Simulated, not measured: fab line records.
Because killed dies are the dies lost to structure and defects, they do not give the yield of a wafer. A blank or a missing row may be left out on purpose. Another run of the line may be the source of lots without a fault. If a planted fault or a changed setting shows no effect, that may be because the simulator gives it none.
Which of the tools did it?    flow n5Finfet    Sampling: 24 lots, 72 wafers, 6 of 1938 route steps

## WHAT THE GAUGES SHOWED, per wafer
N5_START_INSPECT_01: inspects for defects (unpatterned scan).
lot   measured     on                rawDefectCount
L074  day 1 12:02  defectInspect-02  3 8 5
L075  day 1 18:02  defectInspect-02  5 4 5
L076  day 2 00:02  defectInspect-01  5 9 3
L077  day 2 06:02  defectInspect-01  8 5 4
L078  day 2 12:02  defectInspect-02  6 4 2
L079  day 2 18:02  defectInspect-02  7 3 8
L080  day 3 00:02  defectInspect-02  4 10 8
L081  day 3 06:02  defectInspect-01  5 2 5
L082  day 3 12:02  defectInspect-02  5 7 3
L083  day 3 18:02  defectInspect-01  5 9 12
L084  day 4 00:02  defectInspect-01  3 7 5
L085  day 4 06:02  defectInspect-02  11 2 2
L086  day 4 12:02  defectInspect-02  3 9 3
L087  day 4 18:02  defectInspect-02  5 6 1
L088  day 5 00:02  defectInspect-01  6 7 4
L089  day 5 06:02  defectInspect-01  6 6 3
L090  day 5 12:02  defectInspect-01  6 11 9
L091  day 5 18:02  defectInspect-02  3 3 7
L092  day 6 00:02  defectInspect-01  4 5 3
L093  day 6 06:02  defectInspect-01  4 7 2
L094  day 6 12:02  defectInspect-02  3 6 4
L095  day 6 18:02  defectInspect-02  4 7 5
L096  day 7 00:02  defectInspect-02  4 6 3
L097  day 7 06:02  defectInspect-01  6 6 5

N5_STI_FIN_REVEAL_CD_MEAS_22: target cd 6.238 nm, pitch 28 nm.
lot   measured     on        cdNm (nm)
L074  day 2 14:14  cdSem-01  6.90 6.86 6.24
L075  day 3 02:17  cdSem-02  6.59 6.04 6.72
L076  day 3 03:40  cdSem-03  6.33 6.23 6.95
L077  day 3 09:23  cdSem-01  6.79 6.40 6.11
L078  day 3 14:26  cdSem-01  6.41 6.49 6.26
L079  day 3 19:53  cdSem-01  5.88 6.26 6.90
L080  day 4 00:32  cdSem-03  6.47 5.64 5.99
L081  day 4 07:46  cdSem-03  6.34 6.42 6.57
L082  day 4 13:12  cdSem-01  6.52 6.24 6.59
L083  day 4 19:52  cdSem-03  6.11 6.30 6.39
L084  day 5 04:51  cdSem-02  6.33 6.34 6.31
L085  day 5 07:44  cdSem-03  6.22 6.51 5.98
L086  day 5 13:20  cdSem-03  6.18 6.06 6.43
L087  day 5 20:59  cdSem-02  6.34 6.10 6.14
L088  day 6 02:22  cdSem-02  6.33 6.50 6.86
L089  day 6 06:57  cdSem-01  6.85 6.48 5.96
L090  day 6 12:53  cdSem-03  6.30 6.12 5.91
L091  day 6 18:31  cdSem-01  6.64 6.28 6.24
L092  day 7 00:57  cdSem-01  6.42 5.99 6.15
L093  day 7 07:35  cdSem-01  6.95 6.22 6.08
L094  day 7 12:14  cdSem-03  6.46 6.14 6.44
L095  day 7 20:26  cdSem-02  6.65 5.94 5.79
L096  day 8 01:25  cdSem-01  6.72 6.41 5.98
L097  day 8 07:59  cdSem-03  6.23 6.09 6.48

N5_DUMMY_GATE_CD_MEAS_15 targets a cd of 25.8 nm.
lot   measured     on        cdNm (nm)
L074  day 3 01:49  cdSem-03  24.93 24.99 25.30
L075  day 3 10:53  cdSem-01  24.73 24.63 24.88
L076  day 3 12:47  cdSem-01  25.15 25.07 25.29
L077  day 3 18:57  cdSem-03  25.24 24.93 24.86
L078  day 3 23:43  cdSem-02  25.11 25.21 25.27
L079  day 4 04:29  cdSem-01  25.29 24.92 25.35
L080  day 4 09:07  cdSem-03  25.00 25.05 24.79
L081  day 4 16:38  cdSem-01  25.24 25.26 24.86
L082  day 5 00:25  cdSem-03  25.17 25.21 25.40
L083  day 5 04:44  cdSem-02  25.35 25.14 25.02
L084  day 5 13:56  cdSem-01  24.80 24.10 24.94
L085  day 5 16:47  cdSem-01  25.39 25.34 25.74
L086  day 5 21:59  cdSem-01  25.10 25.03 25.02
L087  day 6 05:42  cdSem-01  25.06 24.96 25.45
L088  day 6 11:01  cdSem-02  24.96 25.46 25.29
L089  day 6 15:42  cdSem-03  24.93 25.18 25.56
L090  day 7 01:23  cdSem-03  24.92 25.36 25.14
L091  day 7 03:07  cdSem-01  24.65 25.13 25.05
L092  day 7 11:29  cdSem-01  25.43 25.16 24.61
L093  day 7 16:53  cdSem-02  25.27 24.61 24.66
L094  day 7 20:57  cdSem-01  25.24 25.61 25.56
L095  day 8 05:40  cdSem-02  25.15 25.04 24.85
L096  day 8 09:59  cdSem-03  24.95 24.84 25.06
L097  day 8 17:05  cdSem-03  25.04 25.12 24.94

## EACH LOT AND THE TOOL THAT RAN IT (in order: tool; ch and the chambers of the sampled wafers; start)
lot   N5_FIN_SAQP_MANDREL_ETCH_58     N5_FIN_SAQP_SPACER2_ALD_28       N5_STI_FIN_REVEAL_STRIP_24
L074  rieSi-04 ch 1,2, day 2 02:06    aldSin-04 ch 1,2,3, day 2 02:56  rieDiel-05 ch 2,3, day 2 11:22
L075  rieSi-04 ch 0,1, day 2 13:38    aldSin-04 ch 0,1, day 2 14:28    rieDiel-05 ch 1,2,3, day 2 23:25
L076  rieSi-01 ch 0,3, day 2 14:15    aldSin-02 ch 2,3, day 2 15:05    rieDiel-06 ch 0,2,3, day 3 00:37
L077  rieSi-03 ch 0,2, day 2 21:26    aldSin-04 ch 1,2,3, day 2 22:16  rieDiel-06 ch 2,3, day 3 06:31
L078  rieSi-04 ch 0,1,3, day 3 01:14  aldSin-04 ch 0,1,3, day 3 02:04  rieDiel-01 ch 0,2,3, day 3 10:59
L079  rieSi-01 ch 0,1,3, day 3 06:52  aldSin-03 ch 1,2,3, day 3 07:41  rieDiel-01 ch 0,2,3, day 3 17:00
L080  rieSi-04 ch 0,2, day 3 12:12    aldSin-03 ch 0,1,3, day 3 13:19  rieDiel-06 ch 0,1,2, day 3 21:39
L081  rieSi-03 ch 0,1,3, day 3 19:24  aldSin-03 ch 0,3, day 3 20:15    rieDiel-05 ch 1,2,3, day 4 04:52
L082  rieSi-03 ch 1,2,3, day 4 00:28  aldSin-03 ch 0,1,3, day 4 01:18  rieDiel-05 ch 0,2,3, day 4 10:13
L083  rieSi-03 ch 1,2, day 4 07:39    aldSin-04 ch 0,1,3, day 4 08:29  rieDiel-01 ch 0,3, day 4 16:59
L084  rieSi-01 ch 1,2, day 4 14:52    aldSin-02 ch 0,2, day 4 16:26    rieDiel-05 ch 1,2, day 5 01:57
L085  rieSi-01 ch 2,3, day 4 18:19    aldSin-02 ch 1,3, day 4 19:48    rieDiel-01 ch 1,2, day 5 04:51
L086  rieSi-01 ch 2,3, day 5 00:18    aldSin-02 ch 1,3, day 5 01:11    rieDiel-05 ch 2,3, day 5 10:28
L087  rieSi-01 ch 0,1, day 5 08:28    aldSin-03 ch 0,1, day 5 09:33    rieDiel-01 ch 0,1,2, day 5 18:07
L088  rieSi-04 ch 0,1,2, day 5 14:00  aldSin-03 ch 0,3, day 5 14:50    rieDiel-01 ch 1,3, day 5 23:29
L089  rieSi-01 ch 2,3, day 5 18:24    aldSin-03 ch 0,1,2, day 5 19:28  rieDiel-06 ch 2,3, day 6 04:04
L090  rieSi-04 ch 1,2, day 6 00:47    aldSin-03 ch 1,2, day 6 01:37    rieDiel-05 ch 0,1,3, day 6 10:00
L091  rieSi-04 ch 1,2, day 6 05:58    aldSin-03 ch 1,2,3, day 6 06:48  rieDiel-06 ch 0,1,3, day 6 15:37
L092  rieSi-03 ch 0,1,3, day 6 12:27  aldSin-03 ch 0,1, day 6 13:42    rieDiel-01 ch 1,2, day 6 22:03
L093  rieSi-03 ch 1,2,3, day 6 18:45  aldSin-02 ch 0,1, day 6 19:35    rieDiel-01 ch 0,1,2, day 7 04:42
L094  rieSi-04 ch 0,1,3, day 6 23:46  aldSin-04 ch 1,2,3, day 7 00:38  rieDiel-01 ch 0,2,3, day 7 08:58
L095  rieSi-03 ch 0,3, day 7 06:54    aldSin-03 ch 1,2,3, day 7 08:27  rieDiel-01 ch 0,2,3, day 7 17:20
L096  rieSi-04 ch 2,3, day 7 13:21    aldSin-03 ch 1,2,3, day 7 14:17  rieDiel-01 ch 0,2, day 7 22:31
L097  rieSi-01 ch 0,1,2, day 7 19:17  aldSin-02 ch 0,3, day 7 20:07    rieDiel-06 ch 1,2, day 8 05:05
- N5_FIN_SAQP_MANDREL_ETCH_58: etches a-Si in HBr/Cl2, stops on SiNx, target depth 45 nm, bt time 10 s, time 27 s.
- N5_FIN_SAQP_SPACER2_ALD_28: deposits SiO2, target thk 8.1 nm, pulse time 1 s, purge time 2 s.
- N5_STI_FIN_REVEAL_STRIP_24: strips in N2/H2, time 90 s.

## WHAT THE TOOLS THEMSELVES READ (means of the sampled wafers that have a number; where no wafer has one, the mark that the record gives instead)
N5_FIN_SAQP_MANDREL_ETCH_58.
lot   tool      drypumpMotorCurrentA (A)  oesProductAu (a.u.)  throttleValvePct (%)
L074  rieSi-04  5.2                       0.704                35.1
L075  rieSi-04  5.6                       0.705                35.6
L076  rieSi-01  5.3                       0.694                35.6
L077  rieSi-03  5.7                       0.693                35.3
L078  rieSi-04  5.5                       0.703                35.3
L079  rieSi-01  5.6                       0.704                35.5
L080  rieSi-04  5.7                       0.702                35.6
L081  rieSi-03  6.0                       0.707                35.6
L082  rieSi-03  6.1                       0.716                35.7
L083  rieSi-03  6.1                       0.690                35.9
L084  rieSi-01  5.5                       0.706                35.8
L085  rieSi-01  5.0                       0.685                35.7
L086  rieSi-01  5.1                       0.700                35.8
L087  rieSi-01  6.2                       0.700                35.5
L088  rieSi-04  5.4                       0.703                35.3
L089  rieSi-01  5.0                       0.689                35.7
L090  rieSi-04  5.2                       0.691                35.2
L091  rieSi-04  5.2                       0.698                35.2
L092  rieSi-03  6.0                       0.691                35.6
L093  rieSi-03  6.1                       0.705                35.7
L094  rieSi-04  5.5                       0.702                35.3
L095  rieSi-03  6.1                       0.711                35.4
L096  rieSi-04  5.2                       0.697                35.0
L097  rieSi-01  5.8                       0.711                35.6

N5_FIN_SAQP_SPACER2_ALD_28.
lot   tool       chamberPressureTorr (Torr)  heaterPowerW (W)  precursorPulseHeightRel
L074  aldSin-04  2.004                       467               0.986
L075  aldSin-04  2.000                       465               1.005
L076  aldSin-02  1.997                       458               1.029
L077  aldSin-04  2.002                       461               1.030
L078  aldSin-04  2.004                       472               1.017
L079  aldSin-03  2.005                       489               1.013
L080  aldSin-03  2.006                       502               0.993
L081  aldSin-03  2.002                       530               0.988
L082  aldSin-03  2.001                       496               1.002
L083  aldSin-04  1.997                       477               1.007
L084  aldSin-02  1.999                       449               0.999
L085  aldSin-02  1.995                       445               0.999
L086  aldSin-02  2.002                       459               0.992
L087  aldSin-03  2.001                       475               1.002
L088  aldSin-03  2.003                       534               0.979
L089  aldSin-03  2.000                       492               0.987
L090  aldSin-03  2.003                       484               0.991
L091  aldSin-03  2.000                       480               1.016
L092  aldSin-03  2.003                       485               0.994
L093  aldSin-02  2.001                       446               1.009
L094  aldSin-04  1.999                       466               0.999
L095  aldSin-03  1.998                       495               1.010
L096  aldSin-03  1.999                       485               1.006
L097  aldSin-02  1.999                       447               1.020

N5_STI_FIN_REVEAL_STRIP_24.
lot   tool        drypumpMotorCurrentA (A)  oesProductAu (a.u.)  rfVppV (V)  showerheadPlenumPTorr (Torr)  throttleValvePct (%)
L074  rieDiel-05  5.8                       0.71                 45.4        3.50                          12.33
L075  rieDiel-05  5.8                       0.73                 44.5        3.44                          12.37
L076  rieDiel-06  5.9                       0.75                 44.9        3.29                          12.33
L077  rieDiel-06  6.3                       0.72                 45.4        3.24                          12.39
L078  rieDiel-01  5.5                       0.82                 45.0        3.36                          12.04
L079  rieDiel-01  5.5                       0.83                 45.3        3.36                          12.05
L080  rieDiel-06  5.7                       0.77                 45.4        3.29                          12.24
L081  rieDiel-05  5.8                       0.72                 45.5        3.44                          12.39
L082  rieDiel-05  5.9                       0.79                 46.0        3.43                          12.20
L083  rieDiel-01  5.0                       0.80                 45.5        3.31                          12.24
L084  rieDiel-05  5.7                       0.71                 44.5        3.38                          12.36
L085  rieDiel-01  6.0                       0.84                 45.4        3.41                          11.79
L086  rieDiel-05  5.9                       0.71                 45.2        3.49                          12.47
L087  rieDiel-01  5.5                       0.82                 44.2        3.36                          11.97
L088  rieDiel-01  5.1                       0.74                 45.3        3.38                          12.24
L089  rieDiel-06  6.2                       0.69                 44.7        3.22                          12.45
L090  rieDiel-05  6.0                       0.78                 44.5        3.37                          12.27
L091  rieDiel-06  5.3                       0.75                 45.3        3.29                          12.41
L092  rieDiel-01  6.0                       0.82                 45.2        3.41                          11.83
L093  rieDiel-01  5.5                       0.81                 45.8        3.36                          12.00
L094  rieDiel-01  5.5                       0.79                 43.8        3.35                          12.14
L095  rieDiel-01  5.5                       0.78                 45.9        3.34                          12.15
L096  rieDiel-01  5.9                       0.83                 44.3        3.36                          11.86
L097  rieDiel-06  6.0                       0.71                 45.4        3.22                          12.40

## THE ANSWER, worked out from the rows above alone
Rule: the lots themselves supply what counts as usual. The widest of any qualifying gaps counts: lots, ordered by their means at a reading, are off when they make up no more than a third of the lots, leave a main group of 4 or more, and stand apart from it by 3 or more times the standard deviation of that group's means. A main group whose means are all the same, to the digits that the tables above print for the reading, isn't used. A lot without any number at a reading at which 4 lots or more have one is off too. Where the step has rows for the other lots, those lots are counted as sound. The gauges are gone through in route order, then the tools' own readings, and for those a lot's mean is taken as printed above. The first step at which some lot is off is used, and at that step the reading that is off furthest; a lot without a number counts as furthest.
No lot is off on any of the readings shown, so nothing can be concluded from this.

## WHAT THE SIMULATOR PUT IN
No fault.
